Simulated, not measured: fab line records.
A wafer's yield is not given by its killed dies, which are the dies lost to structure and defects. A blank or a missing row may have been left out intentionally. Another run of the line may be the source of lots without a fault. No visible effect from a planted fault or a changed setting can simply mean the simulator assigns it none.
Comparing a struck lot with a sound one | flow n5Finfet | 36 out of 1938 route steps
Sound: wafers L206.2, L206.4, L206.5. Struck: wafer L195.1 (L195.4, L195.6, from the same lot, were not struck and are left out); the cause is given at the end.
Order at every step that has rows: each side's tool, ch and its chambers, its first start. Under that, the readings that differ: sound wafers | struck wafers | difference of the means | sigmas: that difference in standard deviations of wafers without a fault.
alike: readings with means less than 2 such deviations apart, plus words and numbers identical on both sides. not compared: withheld readings, readings lacking a value on some wafer, bounds such as >300 that could conceal the same value, and numbers that have no deviation in the record and whose values overlap.
The two part at a step that has a row with sigmas, a row that says differs or no value, or rows on one side only. Numbers that have no deviation but don't overlap get no sigmas and don't part them. Lack of a reading on every wafer of one side parts them only where that side has two or more wafers.

first, 9 steps without rows for these wafers: N5_BEOL_M4_ANNEAL_95 (time 240 s); N5_BEOL_M4_SPUTTER_96 (material Cu, target thk 4.5 nm, time 8.29 s); N5_BEOL_M4_ECD_50 (material Cu, target thk 300 nm); N5_BEOL_M4_ANNEAL_51 (time 90 s); N5_BEOL_M4_CMP_52 (polishes, stops on SiOC, t overpolish 6.8 s, target thk 40 nm); N5_BEOL_M4_PRE_CLEAN_60 (time 15 s); N5_BEOL_M4_CO_CAP_55 (material Co, precursor CCTBA/H2, target thk 2 nm, time 102.1 s); N5_BEOL_M4_PRE_CLEAN_56 (time 15 s); N5_BEOL_M4_DEP_57 (deposits SiCN from 3MS/NH3, target thk 8 nm, time 14 s).
N5_BEOL_M4_RC_MEAS_101:
  sound on prober-02 ch 0, day 14 11:38; struck on prober-01 ch 0, day 11 12:19
  alike: DIBL_N, DIBL_P, IOFF_N, IOFF_P, ION_N, ION_P, SS_N, SS_P, VT_N, VT_P
then, 24 steps without rows for these wafers: N5_BEOL_M5_ILD_DEP_00 (deposits SiCOH lowk from DEMS/porogen, target thk 140.64 nm, time 25.9 s); N5_BEOL_M5_CURE_79 (cures SiCOH lowk, time 240 s); N5_BEOL_M5_PECVD_70 (deposits SiO2 from TEOS/O2, target thk 16 nm, time 18 s); N5_BEOL_M5_HM_DEP_02 (deposits TiN, target thk 20 nm); N5_BEOL_M5_COAT_59 (time 60 s, resist thk 60 nm); N5_BEOL_M5_COAT_60 (time 60 s, resist thk 12 nm); N5_BEOL_M5_COAT_71 (time 60 s, resist thk 5 nm); N5_BEOL_M5_COAT_05 (resist thk 30 nm); N5_BEOL_M5_EBR_07; N5_BEOL_M5_SOFTBAKE_06 (time 60 s); N5_BEOL_M5_EXPOSE_08 (exposes mask M5, target cd 28 nm); N5_BEOL_M5_PEB_09 (peb time 60 s); N5_BEOL_M5_DEVELOP_10 (develop time 30 s); N5_BEOL_M5_DESCUM_16 (chemistry O2, time 7 s); N5_BEOL_M5_ETCH_72 (etches underlayer in N2/H2, target depth 6.5 nm, time 5.2 s); N5_BEOL_M5_ETCH_61 (etches SiARC in CF4, target depth 15.6 nm, time 26 s); N5_BEOL_M5_ETCH_62 (etches SOC in N2/H2, target depth 75 nm, overetch 15 nm, time 112.5 s); N5_BEOL_M5_STRIP_63 (strips in N2/H2); N5_BEOL_M5_STRIP_73 (strips in N2/H2); N5_BEOL_M5_STRIP_64 (strips in CF4); N5_BEOL_M5_HM_OPEN_17 (chemistry Cl2/BCl3, target TiN, target depth 20 nm, overetch 6 nm); N5_BEOL_M5_STRIP_19 (strips in O2); N5_BEOL_M5_COAT_65 (time 60 s, resist thk 60 nm); N5_BEOL_M5_COAT_66 (time 60 s, resist thk 12 nm).
-- the record jumps here: 2 days lie between the struck wafers' starts before and after (it left off in module BEOL_M5 and takes up again in module BEOL_M11, whose first step shown is number 1575 of the route) --
N5_BEOL_M11_VIA_ETCH_34: etches SiCOH lowk in C4F6/O2, target depth 184.5 nm, time 69.2 s.
  sound on rieDiel-05 ch 0,1,2, day 16 22:59; struck on rieDiel-05 ch 1, day 13 23:05
reading                                  | sound           | struck | difference | sigmas
model.etch.depthNm (nm)                  | 185 183.8 189.2 | 136.2  | -49.8      | 
model.SOC_of_BEOL_M11_COAT_63.thkNm (nm) | 92.4 92.2 92.2  | 93.8   | +1.5       | 
  alike: drypumpMotorCurrentA, oesProductAu, rfVppV, showerheadPlenumPTorr, throttleValvePct
  not compared: rfHoursCounterH
-- here the record skips 2 days between the struck wafers' starts before and after, leaving off in module BEOL_M11 and picking up in module PASSIVATION (first step shown: number 1936 of the route) --
N5_PASSIVATION_PROBE_49:
  record: rows for the struck wafers here (prober-01, day 15 23:44), none for the sound ones

== WHERE THEY PART ==
N5_PASSIVATION_PROBE_49 only, going by this record.

WHY: whatever the simulator had introduced
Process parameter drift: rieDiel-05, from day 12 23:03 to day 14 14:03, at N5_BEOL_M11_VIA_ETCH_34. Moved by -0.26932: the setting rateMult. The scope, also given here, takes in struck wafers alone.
